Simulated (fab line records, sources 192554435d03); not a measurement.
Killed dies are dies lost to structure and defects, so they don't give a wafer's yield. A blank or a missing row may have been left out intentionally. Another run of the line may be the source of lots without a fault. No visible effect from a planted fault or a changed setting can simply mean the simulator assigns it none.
The tool behind it: which one? -- flow n5Finfet -- 13 lots with 37 wafers sampled at 4 steps, on a route of 1938 steps

== WHAT THE GAUGES SHOWED, per wafer ==
N5_ILD0_INSPECT_06: inspects for defects (darkfield). Usual: 42 for rawDefectCount, sd 21.
lot,measured,on,rawDefectCount,flag
L657,day 3 21:31,defectInspect-01,31 28 56,
L658,day 4 04:22,defectInspect-01,29 44 43,
L659,day 4 13:14,defectInspect-02,26 60 27,
L660,day 4 18:10,defectInspect-02,26 19 12,
L661,day 4 21:57,defectInspect-01,29 26 33,
L662,day 5 00:54,defectInspect-02,24 41 90,
L663,day 5 04:28,defectInspect-02,27 36 54,
L664,day 5 09:41,defectInspect-01,59 72 34,
L668,day 6 18:14,defectInspect-01,37 43 42,
L669,day 6 20:55,defectInspect-02,27 36,
L670,day 7 00:54,defectInspect-01,51 39 61,
L673,day 7 15:11,defectInspect-02,37 41 32,
L677,day 8 18:40,defectInspect-01,36 63,

N5_SDB_OVL_MEAS_12. Usual: for SDB_OVL the level is 0.1 nm and the standard deviation is 0.77.
lot,measured,on,SDB_OVL (nm),flag
L657,day 3 22:02,overlay-01,-0.1 0.3 0.2,
L658,day 4 04:53,overlay-02,0.1 0.2 -1.4,
L659,day 4 13:45,overlay-01,-0.3 -0.6 0.3,
L660,day 4 18:34,overlay-01,0.0 0.1 0.4,
L661,day 4 22:28,overlay-01,-0.2 -0.5 0.3,
L662,day 5 01:19,overlay-01,-0.4 -1.1 -0.4,
L663,day 5 05:00,overlay-01,-0.7 0.0 -0.2,
L664,day 5 10:12,overlay-01,-0.6 0.4 0.3,
L668,day 6 18:45,overlay-01,0.5 -0.2 0.4,
L669,day 6 21:20,overlay-01,-1.1 -0.9,
L670,day 7 01:27,overlay-01,1.6 0.8 1.3,
L673,day 7 15:42,overlay-02,0.0 -1.4 -0.1,
L677,day 8 19:11,overlay-02,-0.1 -0.5,

== WHAT TOOL EACH LOT RAN ON (gives the tool, then ch and the chambers of the sampled wafers, and finally the start) ==
lot,N5_ILD0_ALD_15,N5_SDB_HM_DEP_00
L657,"aldSin-02 ch 0,1,3, day 3 19:00","pecvd-01 ch 0,1, day 3 21:33"
L658,"aldSin-04 ch 1,2, day 4 01:50","pecvd-02 ch 0,1,2, day 4 04:24"
L659,"aldSin-03 ch 1,2, day 4 10:43","pecvd-03 ch 0,1,2, day 4 13:17"
L660,"aldSin-03 ch 0,3, day 4 15:38","pecvd-02 ch 0,1,2, day 4 18:12"
L661,"aldSin-04 ch 1,2,3, day 4 19:26","pecvd-03 ch 0,1,2, day 4 22:01"
L662,"aldSin-03 ch 1,2,3, day 4 22:23","pecvd-02 ch 1,2, day 5 00:56"
L663,"aldSin-04 ch 0,1,2, day 5 01:56","pecvd-02 ch 1,2, day 5 04:31"
L664,"aldSin-03 ch 0,1,2, day 5 07:09","pecvd-01 ch 1,2, day 5 09:43"
L668,"aldSin-04 ch 0,2, day 6 15:43","pecvd-01 ch 0,1,2, day 6 18:16"
L669,"aldSin-04 ch 2,3, day 6 18:24","pecvd-03 ch 0,1, day 6 20:58"
L670,"aldSin-02 ch 0,1,3, day 6 22:23","pecvd-03 ch 0,1, day 7 00:56"
L673,"aldSin-04 ch 0,1, day 7 12:40","pecvd-03 ch 0,1, day 7 15:13"
L677,"aldSin-04 ch 0,2, day 8 16:08","pecvd-03 ch 1,2, day 8 18:42"
- N5_ILD0_ALD_15: deposits SiNx, target thk 24 nm, pulse time 1 s, ald cycles 480.
- N5_SDB_HM_DEP_00: deposits SiNx from SiH4/NH3/N2, target thk 40 nm, time 35.3 s.

== WHAT THE TOOLS THEMSELVES READ (means of the sampled wafers that have a number; where no wafer has one, the mark that the record gives instead) ==
N5_ILD0_ALD_15. Usual: heaterPowerW 815 W, standard deviation 100; precursorPulseHeightRel 1.001, standard deviation 0.019.
lot,tool,heaterPowerW (W),precursorPulseHeightRel,flag
L657,aldSin-02,874,0.989,
L658,aldSin-04,799,0.999,
L659,aldSin-03,882,0.995,
L660,aldSin-03,877,1.000,
L661,aldSin-04,767,1.016,
L662,aldSin-03,812,1.000,
L663,aldSin-04,780,1.003,
L664,aldSin-03,916,1.006,
L668,aldSin-04,755,1.000,
L669,aldSin-04,728,0.989,
L670,aldSin-02,862,0.995,
L673,aldSin-04,740,0.990,
L677,aldSin-04,736,0.993,

N5_SDB_HM_DEP_00. Usual: heaterPowerW 814 W, standard deviation 110; rfFwdPowerW 297.4 W, standard deviation 1.3; showerheadPlenumPTorr 5.14 Torr, standard deviation 0.082; throttleValvePct 39.4 %, standard deviation 1.8.
lot,tool,heaterPowerW (W),rfFwdPowerW (W),showerheadPlenumPTorr (Torr),throttleValvePct (%),flag
L657,pecvd-01,718,297.9,5.11,41.6,
L658,pecvd-02,816,296.6,5.23,39.2,
L659,pecvd-03,897,296.6,5.14,39.4,
L660,pecvd-02,822,297.9,5.21,39.0,
L661,pecvd-03,882,297.1,5.15,39.5,
L662,pecvd-02,870,295.9,5.22,39.5,
L663,pecvd-02,900,296.4,5.22,39.6,
L664,pecvd-01,681,296.9,5.09,42.2,
L668,pecvd-01,716,296.8,5.07,41.0,
L669,pecvd-03,820,297.6,5.12,38.2,
L670,pecvd-03,837,298.3,5.11,38.2,
L673,pecvd-03,813,298.4,5.11,38.2,
L677,pecvd-03,908,297.1,5.16,38.1,

== THE ANSWER, worked out from the rows above alone ==
Rule: lot off if the mean of its wafers having a number is beyond 3 standard deviations from the usual mean. A lot without any number at a reading at which 4 lots or more have one is off too. The other lots that the step has rows for count as sound. Order of review: gauges by route order, followed by the tools' own readings, for which a lot's mean as printed above is used. The first step at which some lot is off is used, and at that step the reading that is off furthest; a lot without a number counts as furthest.
Nothing can be told from this: no lot is off at any reading shown.

== WHAT THE SIMULATOR HAD PUT IN ==
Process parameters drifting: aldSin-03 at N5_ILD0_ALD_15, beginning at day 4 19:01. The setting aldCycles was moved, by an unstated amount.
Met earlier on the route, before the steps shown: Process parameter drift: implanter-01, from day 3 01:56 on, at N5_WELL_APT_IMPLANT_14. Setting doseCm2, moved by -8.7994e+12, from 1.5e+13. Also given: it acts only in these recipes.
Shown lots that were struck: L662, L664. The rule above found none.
